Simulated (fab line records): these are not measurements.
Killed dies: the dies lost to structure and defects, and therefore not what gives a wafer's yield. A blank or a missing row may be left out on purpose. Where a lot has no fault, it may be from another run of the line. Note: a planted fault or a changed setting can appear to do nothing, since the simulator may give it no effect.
A lot that was struck, set against a sound lot :: flow n5_finfet :: 38 steps out of a route of 1938
Sound: the wafers L856.3, L856.4, L856.6. The struck wafers were L850.1, L850.2, L850.5. At the end, the cause is stated.
At each step with rows: each side's tool, then ch and its chambers, then its first start. Under that, the readings that differ: sound wafers :: struck wafers :: difference of the means :: sigmas: that difference in standard deviations of wafers without a fault.
alike: a reading whose means differ by less than 2 such deviations, as well as words and numbers matching on both sides. not compared: withheld readings; readings where some wafer has no value; bounds like >300 that might hide an equal value; numbers whose values overlap and for which the record gives no deviation.
A row with sigmas, a row that says differs or no value, or rows on one side alone: a step with any of these is where the two part. Numbers that don't overlap but have no deviation are shown without sigmas and don't part them. A reading missing from all wafers of one side parts the sides only when that side holds two or more wafers.

first, 9 steps without rows for these wafers: N5_BEOL_M4_ANNEAL_95 (time 240 s); N5_BEOL_M4_SPUTTER_96 (material Cu, target thk 4.5 nm, time 8.29 s); N5_BEOL_M4_ECD_50 (material Cu, target thk 300 nm); N5_BEOL_M4_ANNEAL_51 (time 90 s); N5_BEOL_M4_CMP_52 (polishes, stops on SiOC, t overpolish 6.8 s, target thk 40 nm); N5_BEOL_M4_PRE_CLEAN_60 (time 15 s); N5_BEOL_M4_CO_CAP_55 (material Co, precursor CCTBA/H2, target thk 2 nm, time 102.1 s); N5_BEOL_M4_PRE_CLEAN_56 (time 15 s); N5_BEOL_M4_DEP_57 (deposits SiCN from 3MS/NH3, target thk 8 nm, time 14 s).
N5_BEOL_M4_RC_MEAS_101:
  sound on prober-01 ch 0, day 13 07:07; struck on prober-01 ch 0, day 11 20:53
  alike: DIBL_N, DIBL_P, IOFF_N, IOFF_P, ION_N, ION_P, SS_N, SS_P, VT_N, VT_P
then, 24 steps without rows for these wafers: N5_BEOL_M5_ILD_DEP_00 (deposits SiCOH lowk from DEMS/porogen, target thk 140.64 nm, time 25.9 s); N5_BEOL_M5_CURE_79 (cures SiCOH lowk, time 240 s); N5_BEOL_M5_PECVD_70 (deposits SiO2 from TEOS/O2, target thk 16 nm, time 18 s); N5_BEOL_M5_HM_DEP_02 (deposits TiN, target thk 20 nm); N5_BEOL_M5_COAT_59 (time 60 s, resist thk 60 nm); N5_BEOL_M5_COAT_60 (time 60 s, resist thk 12 nm); N5_BEOL_M5_COAT_71 (time 60 s, resist thk 5 nm); N5_BEOL_M5_COAT_05 (resist thk 30 nm); N5_BEOL_M5_EBR_07; N5_BEOL_M5_SOFTBAKE_06 (time 60 s); N5_BEOL_M5_EXPOSE_08 (exposes mask M5, target cd 28 nm); N5_BEOL_M5_PEB_09 (peb time 60 s); N5_BEOL_M5_DEVELOP_10 (develop time 30 s); N5_BEOL_M5_DESCUM_16 (chemistry O2, time 7 s); N5_BEOL_M5_ETCH_72 (etches underlayer in N2/H2, target depth 6.5 nm, time 5.2 s); N5_BEOL_M5_ETCH_61 (etches SiARC in CF4, target depth 15.6 nm, time 26 s); N5_BEOL_M5_ETCH_62 (etches SOC in N2/H2, target depth 75 nm, overetch 15 nm, time 112.5 s); N5_BEOL_M5_STRIP_63 (strips in N2/H2); N5_BEOL_M5_STRIP_73 (strips in N2/H2); N5_BEOL_M5_STRIP_64 (strips in CF4); N5_BEOL_M5_HM_OPEN_17 (chemistry Cl2/BCl3, target TiN, target depth 20 nm, overetch 6 nm); N5_BEOL_M5_STRIP_19 (strips in O2); N5_BEOL_M5_COAT_65 (time 60 s, resist thk 60 nm); N5_BEOL_M5_COAT_66 (time 60 s, resist thk 12 nm).
-- the record jumps here: 2 days lie between the struck wafers' starts before and after (it left off in module BEOL_M5 and takes up again in module BEOL_M9, whose first step shown is number 1446 of the route) --
N5_BEOL_M9_TRENCH_ETCH_37: etches SiCOH lowk in C4F6/O2, target depth 151.43 nm, time 49 s.
  sound on rie_diel-02 ch 0,2,3, day 15 00:59; struck on rie_diel-02 ch 0,2,3, day 13 21:07
  no value came back on the struck wafers for any of 7 readings (C4F6_flow_sccm (sccm), O2_flow_sccm (sccm) and others); on the sound wafers C4F6_flow_sccm (sccm) reads 9.99 10.06 9.97
reading: model.TiN_of_BEOL_M9_HM_DEP_02.thk_nm (nm)
sound: 15.6 15.6 15.4
struck: 20.2 20 20.2
difference: +4.6
sigmas: 
  not compared: rf_hours_counter_h
N5_BEOL_M9_OCD_MEAS_38:
  sound: ocd-01 at day 15 01:10; struck: ocd-02 at day 13 21:17
reading: trench_depth_nm (nm)
sound: 150.4 150.9 147.5
struck: 0.5 0.2 0.2
difference: -149.3
sigmas: -65
N5_BEOL_M9_CMP_52: polishes, stops on SiCOH lowk, t overpolish 7 s, target thk 140 nm.
  sound on cmp-03 ch 0,1,3, day 15 04:44; struck on cmp-03 ch 0,3, day 13 23:31
reading: model.Cu_of_BEOL_M9_ECD_50.thk_nm (nm)
sound: 136.8 138.6 136.2
struck: 0 0 0
difference: -137
sigmas: 
  alike: edge_zone_pressure_frac, motor_current_A
-- the record jumps here: 2 days lie between the struck wafers' starts before and after (it left off in module BEOL_M9 and takes up again in module PASSIVATION, whose first step shown is number 1936 of the route) --
N5_PASSIVATION_PROBE_49:
  only the struck wafers here have rows in the record (prober-02, day 16 07:51); the sound ones have none

WHERE THEY PART
At N5_BEOL_M9_TRENCH_ETCH_37 first; at N5_PASSIVATION_PROBE_49 last (within this record only).

WHY: whatever the simulator had introduced
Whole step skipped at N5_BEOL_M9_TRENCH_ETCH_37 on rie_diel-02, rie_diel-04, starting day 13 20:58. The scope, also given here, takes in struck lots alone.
